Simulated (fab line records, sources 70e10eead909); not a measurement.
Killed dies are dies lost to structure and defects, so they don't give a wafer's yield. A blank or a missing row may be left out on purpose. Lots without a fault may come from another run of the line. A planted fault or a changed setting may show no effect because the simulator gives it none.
fab line records | flow nand_harc
record lots=5 wafers=15 last_day=24
route steps=1159 shown P_CONTACT@217 END@1159
lots that met no fault: from a run of the same line without faults
start_h: hours from the record's first day to the start of the lot's first wafer shown | wait_h: hours since the lot's step before | " the same as in the row above | L1.1+2: a row that stands for several wafers | - no value, or no start given | * or withheld: withheld | < > ~ a bound
route shown NAME@n: a module of which the file shows steps, and the number in the route of the first | usual: mean/standard deviation of fault-free wafers | same: alike in all rows | chamber/n: place in a boat | sites: the reading at each site | _std_site: their standard deviation | _edge_site: outer sites' mean less inner sites' | radius_mm: how far each site lies from the wafer's centre | mask NAME#n: copy n | behind: the tool/chamber that last shaped the wafer | hold: why the lot was held/for how many hours/how that ended | device: the transistor (n, p or np) that didn't switch | end of line: the same wafers' tests at the end of the route | a step without rows: its recipe alone | killed: dies lost to structure and defects at the first sort, not the wafer's yield | map: a wafer's dies, x killed, . not, _ none there
set.NAME: the setting as run; set.NAME@STEP: as run at that earlier step | model.NAME: the simulator's own value behind a step, which no gauge read
lots at some steps of the route; a table a step, a row a wafer
services: from which hour (start_h, from the record's first day; less than 0 if before it) a tool's chamber was out of use, for how many hours, and why
## steps
# step NHARC_P_CONTACT_DEP_30
# recipe target_thk_a=300 temp_c=400 target_thk_nm=30 flow_sccm=200 rf_w=450 material=SiNx
# usual heater_power_w=669/89
# columns lot.wafer tool chamber start_h wait_h heater_power_w
L783.2 pecvd-04 0 121.37 0.4 619
L783.5 " 1 " " 622
L783.6 " 0 " " 618
L797.3 pecvd-04 0 186.48 0.1 768
L797.1 " 1 " " 520
L797.5 " 1 " " 525
L798.2 pecvd-01 1 207.02 0.1 835
L798.1 " 2 " " 541
L798.4 " 0 " " 820
L800.2 pecvd-03 1 220.14 0.5 636
L800.1 " 2 " " 672
L800.3 " 0 " " 537
L804.1 pecvd-03 1 240.37 0.5 657
L804.4 " 2 " " 686
L804.5 " 0 " " 594
# step NHARC_P_CONTACT_DEP_00
# recipe target_thk_a=5000 temp_c=400 pressure_torr=6.5 rf_w=900 teos_flow_sccm=161.4 flow_sccm=2650 target_thk_nm=500 gas=O2 material=SiO2
# usual heater_power_w=507/84 throttle_valve_pct=16.1/0.41
# columns lot.wafer tool chamber start_h wait_h heater_power_w throttle_valve_pct
L783.2 pecvd-04 0 - - 496 16.3
L783.5 " 1 " " 443 15.9
L783.6 " 0 " " 525 16.4
L797.3 pecvd-04 0 - - 489 16.7
L797.1 " 1 " " 451 15.9
L797.5 " 1 " " 463 15.7
L798.2 pecvd-01 1 - - 652 15.8
L798.1 " 2 " " 457 16.8
L798.4 " 0 " " 627 16.1
L800.2 pecvd-03 1 - - 563 15.7
L800.1 " 2 " " 479 15.3
L800.3 " 0 " " 442 16.5
L804.1 pecvd-03 1 - - 466 15.7
L804.4 " 2 " " 408 15.5
L804.5 " 0 " " 450 16.3
# step NHARC_P_CONTACT_CMP_01
# recipe target_thk_nm=200 material=SiO2
# usual motor_current_A=12.2/1.5
# columns lot.wafer tool chamber start_h wait_h motor_current_A
L783.2 cmp-04 0 122.03 - 9.9
L783.5 " 0 " " 10.4
L783.6 " 1 " " 13.4
L797.1 cmp-04 3 187.24 - 12.3
L797.3 " 0 " " 10.2
L797.5 " 2 " " 9.8
L798.2 cmp-02 3 207.69 - 11.0
L798.4 " 0 " " 14.8
L798.1 " 1 " " 13.8
L800.3 cmp-03 2 220.85 - 13.0
L800.2 " 3 " " 12.1
L800.1 " 0 " " 12.4
L804.1 cmp-03 1 241.00 - 11.2
L804.4 " 2 " " 12.3
L804.5 " 1 " " 10.9
# step NHARC_P_CONTACT_SRD_03
# step NHARC_P_CONTACT_DEHYDRATE_04
# recipe temp_c=150 time_s=120
# step NHARC_P_CONTACT_HMDS_05
# recipe time_s=30
# step NHARC_P_CONTACT_COAT_33
# recipe temp_c=260 time_s=75
# step NHARC_P_CONTACT_COAT_34
# recipe temp_c=225 time_s=65
# step NHARC_P_CONTACT_COAT_06
# recipe spin_rpm=1500 resist_thk_nm=90
# step NHARC_P_CONTACT_SOFTBAKE_07
# recipe temp_c=105 time_s=55
# step NHARC_P_CONTACT_EBR_08
# step NHARC_P_CONTACT_EXPOSE_09
# recipe na=1.35 target_cd_nm=90 dose_mj=81.26 mask_id=P_CA
# columns lot.wafer tool chamber start_h wait_h mask
L783.2+5+6 arfi_scanner-03 0 122.60 - P_CA_R1#0
L797.1+3+5 arfi_scanner-02 0 187.89 - P_CA#0
L798.1+2+4 arfi_scanner-03 0 208.28 - P_CA#0
L800.1+2+3 arfi_scanner-02 0 221.55 - P_CA#0
L804.1+4+5 arfi_scanner-01 0 241.57 - P_CA#0
# step NHARC_P_CONTACT_PEB_10
# recipe peb_temp_c=100 peb_time_s=65
# step NHARC_P_CONTACT_DEVELOP_11
# recipe develop_time_s=35 dev_temp_c=23
# step NHARC_P_CONTACT_CD_MEAS_12
# recipe target_cd_nm=90 landing_energy_ev=500
# usual cd_nm=89.9/0.51
# columns lot.wafer tool chamber start_h wait_h cd_nm
L783.2 cd_sem-02 0 122.73 - 91.6
L783.5 " 0 " " 92.4
L783.6 " 0 " " 91.4
L797.1 cd_sem-02 0 188.03 - 89.0
L797.3 " 0 " " 89.4
L797.5 " 0 " " 90.2
L798.1 cd_sem-03 0 208.42 - 89.9
L798.2 " 0 " " 90.8
L798.4 " 0 " " 89.9
L800.1 cd_sem-01 0 221.68 - 90.4
L800.2 " 0 " " 90.2
L800.3 " 0 " " 89.8
L804.1 cd_sem-03 0 241.70 - 89.3
L804.4 " 0 " " 88.8
L804.5 " 0 " " 89.5
# step NHARC_P_CONTACT_OVL_MEAS_13
# usual overlay_x_nm=-0.1/0.67 overlay_y_nm=-0.1/1.1
# columns lot.wafer tool chamber start_h wait_h overlay_x_nm overlay_y_nm
L783.2 overlay-02 - 122.82 - -0.9 -0.3
L783.5 " - " " -0.5 0.3
L783.6 " - " " -0.7 -0.3
L797.1 overlay-01 - 188.12 - -0.6 1.7
L797.3 " - " " -0.2 1.4
L797.5 " - " " -0.1 2.4
L798.1 overlay-01 - 208.51 - 0.7 0.2
L798.2 " - " " 0.0 0.2
L798.4 " - " " 0.3 0.5
L800.1 overlay-01 - 221.77 - -0.8 1.0
L800.2 " - " " -1.5 0.5
L800.3 " - " " -1.3 1.0
L804.1 overlay-02 - 241.79 - -0.3 -0.7
L804.4 " - " " 0.0 -0.4
L804.5 " - " " -0.3 0.4
# step NHARC_P_CONTACT_INSPECT_14
# usual raw_defect_count=3.8/2.7
# columns lot.wafer tool chamber start_h wait_h raw_defect_count
L783.2 defect_inspect-02 - 122.86 0.0 4
L783.5 " - " " 2
L783.6 " - " " 0
L797.1 defect_inspect-02 - 188.15 0.0 4
L797.3 " - " " 2
L797.5 " - " " 10
L798.1 defect_inspect-02 - 208.55 0.0 0
L798.2 " - " " 8
L798.4 " - " " 4
L800.1 defect_inspect-02 - 221.81 0.0 4
L800.2 " - " " 1
L800.3 " - " " 2
L804.1 defect_inspect-01 - 241.83 0.0 4
L804.4 " - " " 2
L804.5 " - " " 3
# step NHARC_P_CONTACT_DESCUM_17
# recipe time_s=3 o2_flow_sccm=200 ar_flow_sccm=0 bias_power_w=0 chemistry=O2
# usual drypump_motor_current_A=5.6/0.49 oes_product_au=1.000/0.0096 rf_vpp_V=57.6/0.98 showerhead_plenum_p_Torr=1.90/0.094 throttle_valve_pct=11.310/0.0094
# same time_s=3
# columns lot.wafer tool chamber start_h wait_h drypump_motor_current_A oes_product_au rf_hours_counter_h rf_vpp_V showerhead_plenum_p_Torr throttle_valve_pct model.P_CONTACT.cd_nm
L783.2 rie_diel-04 2 122.93 0.1 5.9 1.008 0 58.1 2.04 11.302 91.45
L783.6 " 1 " " 5.2 0.983 - 57.2 1.95 11.300 91.36
L783.5 " 2 " " 5.9 0.995 - 58.8 2.04 11.293 91.92
L797.3 rie_diel-02 3 188.22 0.1 5.8 0.989 1 58.7 2.03 11.321 89.32
L797.1 " 1 " " 6.0 1.000 2 57.3 1.84 11.300 89.98
L797.5 " 2 " " 6.2 1.000 - 56.9 1.83 11.305 90.49
L798.2 rie_diel-04 0 208.61 0.1 4.9 1.013 9 57.1 1.78 11.312 91.3
L798.4 " 1 " " 5.2 0.986 10 57.7 1.95 11.307 89.82
L798.1 " 2 " " 5.9 1.012 10 57.8 2.04 11.304 89.33
L800.3 rie_diel-02 1 221.87 0.1 6.0 1.003 4 57.5 1.84 11.311 90.71
L800.2 " 2 " " 6.2 1.001 3 57.9 1.83 11.299 89.93
L800.1 " 3 " " 5.8 0.986 3 59.9 2.03 11.292 90.33
L804.1 rie_diel-02 0 241.90 0.1 5.5 0.998 7 57.6 1.85 11.320 89.92
L804.4 " 1 " " 6.1 1.008 7 59.0 1.84 11.316 90.11
L804.5 " 0 " " 5.5 0.994 - 58.4 1.85 11.306 90.01
# step NHARC_P_CONTACT_ETCH_35
# recipe target_depth_a=390 over_etch_frac=0.3 time_s=65 ion_energy_ev=80 cf4_flow_sccm=150 ar_flow_sccm=0 rf_w=300 bias_w=100 chemistry=CF4
# usual drypump_motor_current_A=5.7/0.48 oes_product_au=0.999/0.0099 rf_vpp_V=151.0/1.3 showerhead_plenum_p_Torr=1.75/0.082 throttle_valve_pct=13.284/0.0096
# same time_s=65
# columns lot.wafer tool chamber start_h wait_h drypump_motor_current_A oes_product_au rf_hours_counter_h rf_vpp_V showerhead_plenum_p_Torr throttle_valve_pct model.P_CONTACT.cd_nm
L783.2 rie_diel-04 0 123.02 0.1 4.8 1.013 0 149.0 1.66 13.279 91.34
L783.6 " 2 " " 5.9 1.002 - 152.4 1.88 13.286 91.53
L783.5 " 3 " " 6.0 0.997 - 151.9 1.69 13.293 92.27
L797.3 rie_diel-02 0 188.31 0.1 5.6 1.012 1 151.6 1.72 13.274 89.62
L797.1 " 2 " " 6.2 0.988 1 149.4 1.70 13.296 90.19
L797.5 " 3 " " 5.8 0.998 - 152.4 1.87 13.287 90.28
L798.4 rie_diel-04 0 208.69 0.1 4.8 1.010 9 150.8 1.66 13.286 89.72
L798.1 " 2 " " 5.9 1.004 10 150.9 1.87 13.291 89.4
L798.2 " 3 " " 6.0 1.006 9 151.4 1.69 13.292 91.3
L800.3 rie_diel-02 0 221.96 0.1 5.6 0.996 3 149.9 1.72 13.288 91.01
L800.2 " 1 " " 6.0 1.002 4 150.9 1.71 13.277 89.45
L800.1 " 2 " " 6.2 0.991 3 150.6 1.70 13.292 90.7
L804.4 rie_diel-02 1 241.98 0.1 6.0 1.003 7 149.7 1.71 13.285 89.55
L804.1 " 2 " " 6.2 0.988 6 149.1 1.70 13.287 90.16
L804.5 " 2 " " 6.2 1.004 - 150.4 1.70 13.294 90.22
# step NHARC_P_CONTACT_ETCH_36
# recipe target_depth_a=2600 over_etch_frac=0.25 time_s=406.25 ion_energy_ev=200 n2_flow_sccm=150 h2_flow_sccm=150 ar_flow_sccm=0 rf_w=400 bias_w=150 chemistry=N2/H2
# usual drypump_motor_current_A=5.7/0.47 oes_product_au=1.000/0.0098 rf_vpp_V=429.9/3 showerhead_plenum_p_Torr=2.02/0.1 throttle_valve_pct=14.171/0.0088
# same time_s=406.25
# columns lot.wafer tool chamber start_h wait_h drypump_motor_current_A oes_product_au rf_hours_counter_h rf_vpp_V showerhead_plenum_p_Torr throttle_valve_pct
L783.2 rie_diel-04 1 - - 5.2 0.987 0 431.8 2.08 14.181
L783.6 " 1 " " 5.2 1.007 - 431.3 2.08 14.181
L783.5 " 2 " " 5.9 1.007 - 434.0 2.18 14.158
L797.1 rie_diel-02 1 - - 6.0 0.992 2 428.5 1.96 14.167
L797.3 " 2 " " 6.2 0.998 1 428.4 1.95 14.172
L797.5 " 1 " " 6.0 0.992 - 427.7 1.96 14.171
L798.1 rie_diel-04 3 - - 6.1 1.007 9 428.2 1.93 14.170
L798.4 " 0 " " 4.8 1.013 9 428.0 1.90 14.186
L798.2 " 1 " " 5.1 0.987 10 431.1 2.08 14.177
L800.3 rie_diel-02 1 - - 6.0 1.002 4 428.9 1.96 14.155
L800.2 " 2 " " 6.2 0.996 3 427.3 1.95 14.187
L800.1 " 0 " " 5.6 1.002 4 428.5 1.97 14.155
L804.1 rie_diel-02 3 - - 5.8 0.995 6 434.4 2.16 14.183
L804.4 " 1 " " 6.0 1.012 7 427.7 1.96 14.162
L804.5 " 3 " " 5.8 0.997 - 434.2 2.16 14.161
# step NHARC_END_SORT_01
# recipe temp_c=25
# usual killed_at_array=27/9.3 killed_at_other=0.9/1.3 killed_at_periphery=3.6/2.7 killed_dies=31/9.7 killed_open=3.3/1.8 killed_short=2.0/1.5
# same gross_dies=677
# columns lot.wafer tool chamber start_h wait_h killed_at_array killed_at_other killed_at_periphery killed_dies killed_open killed_short
L797.1 prober-02 0 504.87 2.5 22 0 5 27 5 4
L797.3 prober-02 0 506.49 3.1 26 1 2 29 3 0
L797.5 prober-02 0 508.11 3.7 24 0 1 25 0 1
L800.1 prober-02 0 541.01 2.5 30 0 2 32 2 1
L800.2 prober-02 0 541.82 2.8 39 0 1 40 3 1
L800.3 prober-02 0 542.63 3.1 27 2 3 32 2 0
L798.1 prober-01 0 548.82 2.5 24 1 1 26 1 3
L798.2 prober-01 0 549.61 2.8 30 0 3 33 2 3
L798.4 prober-01 0 551.20 3.4 25 1 1 27 1 2
# killed by level:class
L797.1 A_SLIT:chamber_film_flake=12 P_CONTACT:geometric_particle:short=2 A_CHANNEL_HOLE_D1:chamber_film_flake=2 A_CONTACT:chamber_film_flake=2 P_CONTACT:geometric_particle:open=1 P_M0:geometric_particle:open=1 A_CHANNEL_HOLE_D1:geometric_particle:short=1 A_SGD_CUT:geometric_particle:open=1
L797.3 A_SLIT:chamber_film_flake=12 A_CHANNEL_HOLE_D1:chamber_film_flake=7 A_CONTACT:chamber_film_flake=3 A_WL_FILL:chamber_film_flake=2 P_CONTACT:geometric_particle:open=1 A_SGD_CUT:geometric_particle:open=1 A_CONTACT:geometric_particle:open=1 P_M2:chamber_film_flake=1
L797.5 A_SLIT:chamber_film_flake=13 A_CHANNEL_HOLE_D1:chamber_film_flake=6 A_CONTACT:chamber_film_flake=2 A_M0:geometric_particle:short=1 P_GATE:chamber_film_flake=1 A_STAIRCASE:chamber_film_flake=1 A_WL_FILL:chamber_film_flake=1
L800.1 A_SLIT:chamber_film_flake=18 A_CHANNEL_HOLE_D1:chamber_film_flake=9 P_CONTACT:geometric_particle:open=1 A_WL_FILL:geometric_particle:short=1 A_CONTACT:geometric_particle:open=1 P_STI:chamber_film_flake=1 A_ZERO_WELL:chamber_film_flake=1
L800.2 A_SLIT:chamber_film_flake=21 A_CHANNEL_HOLE_D1:chamber_film_flake=10 A_CONTACT:chamber_film_flake=3 A_M0:geometric_particle:open=2 A_CHANNEL_HOLE_D1:geometric_particle:short=1 A_CONTACT:geometric_particle:open=1 P_STI:chamber_film_flake=1 A_ZERO_WELL:chamber_film_flake=1
L800.3 A_SLIT:chamber_film_flake=16 A_CHANNEL_HOLE_D1:chamber_film_flake=8 P_STI:chamber_film_flake=2 THIN_TSV:chamber_film_flake=2 P_M0:geometric_particle:open=1 A_M1:geometric_particle:open=1 A_STAIRCASE:chamber_film_flake=1 A_CONTACT:chamber_film_flake=1
L798.1 A_CHANNEL_HOLE_D1:chamber_film_flake=16 A_CHANNEL_FILL_D1:geometric_particle:short=2 A_STAIRCASE:chamber_film_flake=2 A_CONTACT:chamber_film_flake=2 A_WL_FILL:geometric_particle:short=1 A_BLC:geometric_particle:open=1 P_M1:chamber_film_flake=1 THIN_TSV:chamber_film_flake=1
L798.2 A_CHANNEL_HOLE_D1:chamber_film_flake=16 A_STAIRCASE:chamber_film_flake=5 A_CONTACT:chamber_film_flake=4 A_ZERO_WELL:chamber_film_flake=2 P_M0:geometric_particle:open=1 P_M1:geometric_particle:open=1 P_M1:geometric_particle:short=1 A_CHANNEL_FILL_D1:geometric_particle:short=1
L798.4 A_CHANNEL_HOLE_D1:chamber_film_flake=14 A_STAIRCASE:chamber_film_flake=5 A_CONTACT:chamber_film_flake=2 P_CONTACT:geometric_particle:open=1 A_WL_FILL:geometric_particle:short=1 A_CONTACT:geometric_particle:short=1 A_ZERO_WELL:chamber_film_flake=1 A_CHANNEL_FILL_D1:chamber_film_flake=1
## services
# columns tool chamber start_h hours kind
cmp-04 - 105.10 4.0 pm
arfi_scanner-03 - 107.59 0.7 repair
pecvd-03 - 111.26 13.0 pm
rie_diel-04 - 111.90 9.0 pm
arfi_scanner-03 - 112.21 0.5 repair
arfi_scanner-02 - 114.46 8.2 repair
cmp-03 - 119.21 0.5 repair
cmp-02 - 133.55 4.0 pm
arfi_scanner-03 - 140.00 4.0 pm
arfi_scanner-03 - 144.20 0.5 repair
rie_diel-02 - 150.78 9.0 pm
cmp-03 - 158.41 4.0 pm
pecvd-03 - 168.33 5.8 repair
arfi_scanner-03 - 186.73 2.8 repair
cmp-04 - 187.84 0.7 repair
rie_diel-02 - 192.06 0.7 repair
pecvd-04 - 195.00 13.0 pm
cmp-04 - 196.91 1.4 repair
cmp-04 - 200.36 0.8 repair
cmp-04 - 203.10 4.0 pm
arfi_scanner-02 - 207.77 0.4 repair
rie_diel-04 - 220.34 0.2 repair
cmp-04 - 222.65 1.7 repair
pecvd-01 - 237.00 13.0 pm
## key
first_sign step=NHARC_P_CONTACT_EXPOSE_09 reading=mask direction=changed
effect step=NHARC_P_CONTACT_CD_MEAS_12 reading=cd_nm direction=up sigmas=3.8 usual=89.9 struck=91.8
model_effect step=NHARC_P_CONTACT_DESCUM_17 value=P_CONTACT.cd_nm without=90.07 struck=91.58
model_effect step=NHARC_P_CONTACT_ETCH_35 value=P_CONTACT.cd_nm without=90.21 struck=91.71
met_at NHARC_P_CONTACT_EXPOSE_09
struck_wafers L783.2,L783.5,L783.6
tester_left_out L783
fault kind=wrong_mask tool=any chamber=- onset_h=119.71 steps=NHARC_P_CONTACT_EXPOSE_09 aux_copy=P_CA_R1#0 cd_offset_nm=1.5069 scope=struck_lots_only
# tester_left_out: of these lots the tester's yield and bins aren't shown, on N5 and GAA mostly nor the transistor test; their killed dies are dies lost to structure and defects alone, not to doping, threshold or leakage, so they don't give the yield
